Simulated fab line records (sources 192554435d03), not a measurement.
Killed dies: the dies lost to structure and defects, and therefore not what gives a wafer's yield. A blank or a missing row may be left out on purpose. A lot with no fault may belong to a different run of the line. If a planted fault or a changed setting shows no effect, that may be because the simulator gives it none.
Matching of chambers    flow n5-finfet    N5_BEOL_M5_PECVD_70 on pecvd-02: 3 sister chambers
The step deposits SiO2 from TEOS/O2, target thk 16 nm, time 18 s. 16 wafers are shown with their chamber, then 8 later ones without.

== WAFERS PAIRED WITH THEIR CHAMBERS ==
wafer   chamber  showerhead-plenum-p-Torr (Torr)  throttle-valve-pct (%)  heater-power-w (W)
L077.4  1        8.75                             23.3                    704
L077.5  2        8.67                             22.2                    503
L077.6  0        8.81                             21.5                    613
L079.2  0        8.80                             21.5                    535
L079.5  0        8.80                             21.8                    548
L079.6  1        8.77                             23.5                    720
L083.2  1        8.75                             23.4                    710
L083.3  0        8.82                             21.3                    547
L083.6  1        8.77                             23.0                    725
L081.3  2        8.63                             21.2                    511
L081.5  2        8.64                             21.5                    517
L081.6  1        8.73                             23.4                    721
L086.4  0        8.82                             21.6                    552
L086.5  2        8.64                             21.4                    474
L086.6  1        8.77                             23.6                    607
L087.2  0        8.82                             21.7                    655

SIGNATURES, as means of the wafers listed above
reading                   chamber 0  chamber 1  chamber 2  scatter within a chamber
showerhead-plenum-p-Torr  8.8117     8.7567     8.6450     0.0145
throttle-valve-pct        21.567     23.367     21.575     0.268
heater-power-w            575.00     697.83     501.25     41.9
Rule: for each reading, subtract the chamber's mean from the wafer's reading, divide by that reading's scatter and square the result; add these up over the readings and take the root, which gives the wafer's distance from the chamber. The wafer belongs to the nearest chamber; if the next one is less than 2 further off, it can't be placed. How the scatter is found: for the shown wafers, subtract from each reading the mean of its chamber, square and add these, divide the total by (wafers less chambers), then take the root.

== WAFERS MISSING THEIR CHAMBER ==
wafer   showerhead-plenum-p-Torr (Torr)  throttle-valve-pct (%)  heater-power-w (W)
L087.4  8.64                             21.6                    466
L087.5  8.79                             21.7                    668
L088.2  8.79                             21.7                    681
L088.3  8.65                             21.4                    505
L088.5  8.74                             23.5                    630
L090.2  8.63                             21.6                    503
L090.3  8.76                             23.4                    723
L090.4  8.65                             21.5                    497

== WHICH CHAMBER EACH ONE RAN IN ==
wafer   from the rows above  in truth
L087.4  2                    2
L087.5  0                    0
L088.2  0                    0
L088.3  2                    2
L088.5  1                    1
L090.2  2                    2
L090.3  1                    1
L090.4  2                    2
Correct placement for 8 of the 8. Can't be placed from these rows: 0. Placed wrongly: 0.
